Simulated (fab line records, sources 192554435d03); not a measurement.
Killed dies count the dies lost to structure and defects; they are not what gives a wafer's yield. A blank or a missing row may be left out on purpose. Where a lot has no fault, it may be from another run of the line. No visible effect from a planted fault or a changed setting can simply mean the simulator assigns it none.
Chamber matching    flow n5 finfet    N5_MOL_CONTACT_COAG_CMP_28 on cmp-03: 4 sister chambers
The step polishes, stops on SiNx, t overpolish 0.85 s, target thk 14.522 nm. 8 wafers are shown with their chamber, then 9 later ones without.

## WAFERS, EACH WITH ITS CHAMBER
wafer   chamber  time to endpoint s (s)  motor current A (A)
L084.2  1        0                       12.5
L087.5  1        0                       12.0
L088.1  2        4                       13.9
L088.5  0        8                       13.0
L088.6  3        8                       13.5
L089.1  0        8                       13.4
L089.2  2        2                       13.6
L089.3  3        6                       14.1

## WAFERS WHOSE CHAMBER IS MISSING
wafer   time to endpoint s (s)  motor current A (A)
L090.1  10                      14.0
L090.3  2                       13.3
L090.5  2                       12.7
L092.1  3                       12.6
L092.2  3                       13.4
L092.4  10                      13.2
L096.4  0                       14.1
L096.5  8                       13.8
L096.6  0                       11.8

## WHICH CHAMBER EACH ONE RAN IN
wafer   from the rows above      in truth
L090.1  can't be placed: 3 or 0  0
L090.3  2                        2
L090.5  can't be placed: 1 or 2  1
L092.1  can't be placed: 1 or 2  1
L092.2  2                        2
L092.4  can't be placed: 0 or 3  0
L096.4  2                        2
L096.5  can't be placed: 3 or 0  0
L096.6  1                        1
Placed correctly: 4 of 9. Can't be placed from these rows: 5 (the true chamber is among the candidates in 5). 0 placed wrongly.
How it was worked out, from the rows above alone: a wafer's distance from a chamber is the root of the sum, over the readings, of the square of ((its reading less the chamber's mean) divided by the reading's scatter). The wafer belongs to the nearest chamber; if the next one is less than 2 further off, it can't be placed. Each chamber's mean is taken over the wafers shown for it. The scatter is the square root of a quotient: the sum, over the shown wafers, of each reading's squared deviation from its chamber's mean, divided by wafers minus chambers.
